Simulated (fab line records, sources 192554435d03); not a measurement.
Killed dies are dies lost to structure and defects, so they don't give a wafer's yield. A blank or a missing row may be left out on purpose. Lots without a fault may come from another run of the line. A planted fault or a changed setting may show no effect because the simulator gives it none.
Chamber matching | flow n5_finfet | N5_SD_EPI_P_ETCH_16 on rie_diel-06: 4 sister chambers
The step etches SiO2 in CHF3/O2, target depth 5 nm. 17 wafers are shown with their chamber, then 8 later ones without.

WAFERS WITH THEIR CHAMBER
wafer  | chamber | showerhead_plenum_p_Torr (Torr) | rf_vpp_V (V) | throttle_valve_pct (%)
L558.1 | 3       | 2.50                            | 534          | 18.71
L558.2 | 0       | 2.31                            | 522          | 18.93
L558.3 | 1       | 2.37                            | 516          | 18.51
L560.2 | 3       | 2.50                            | 534          | 18.73
L560.3 | 0       | 2.30                            | 521          | 18.93
L560.5 | 1       | 2.37                            | 514          | 18.52
L561.1 | 0       | 2.30                            | 521          | 18.93
L561.4 | 1       | 2.37                            | 514          | 18.51
L561.6 | 1       | 2.37                            | 514          | 18.53
L562.2 | 2       | 2.54                            | 531          | 18.64
L562.3 | 0       | 2.30                            | 521          | 18.93
L562.6 | 0       | 2.30                            | 522          | 18.94
L572.3 | 3       | 2.49                            | 535          | 18.75
L572.4 | 2       | 2.54                            | 529          | 18.68
L572.6 | 1       | 2.36                            | 515          | 18.55
L573.1 | 0       | 2.30                            | 522          | 18.96
L573.3 | 1       | 2.36                            | 516          | 18.54

SIGNATURES (means of the wafers above)
reading                  | chamber 0 | chamber 1 | chamber 2 | chamber 3 | scatter within a chamber
showerhead_plenum_p_Torr | 2.3017    | 2.3667    | 2.5400    | 2.4967    | 0.00467
rf_vpp_V                 | 521.50    | 514.83    | 530.00    | 534.33    | 0.832
throttle_valve_pct       | 18.9367   | 18.5267   | 18.6600   | 18.7300   | 0.0168
Rule: a wafer's distance from a chamber is the root of the sum, over the readings, of the square of ((its reading less the chamber's mean) divided by the reading's scatter). The wafer belongs to the nearest chamber; if the next one is less than 2 further off, it can't be placed. The scatter: the root of (the sum of the squares of (reading less its chamber's mean) over the shown wafers, divided by (wafers less chambers)).

WAFERS WITHOUT THEIR CHAMBER
wafer  | showerhead_plenum_p_Torr (Torr) | rf_vpp_V (V) | throttle_valve_pct (%)
L573.5 | 2.54                            | 528          | 18.68
L575.3 | 2.36                            | 515          | 18.56
L575.4 | 2.29                            | 522          | 18.97
L576.1 | 2.35                            | 515          | 18.55
L576.5 | 2.49                            | 532          | 18.77
L576.6 | 2.53                            | 528          | 18.70
L578.1 | 2.29                            | 520          | 19.00
L578.5 | 2.53                            | 528          | 18.69

WHICH CHAMBER EACH WENT THROUGH
wafer  | from the rows above | in truth
L573.5 | 2                   | 2
L575.3 | 1                   | 1
L575.4 | 0                   | 0
L576.1 | 1                   | 1
L576.5 | 3                   | 3
L576.6 | 2                   | 2
L578.1 | 0                   | 0
L578.5 | 2                   | 2
Placed correctly: 8 of 8. Can't be placed from these rows: 0. Placed wrongly: 0.
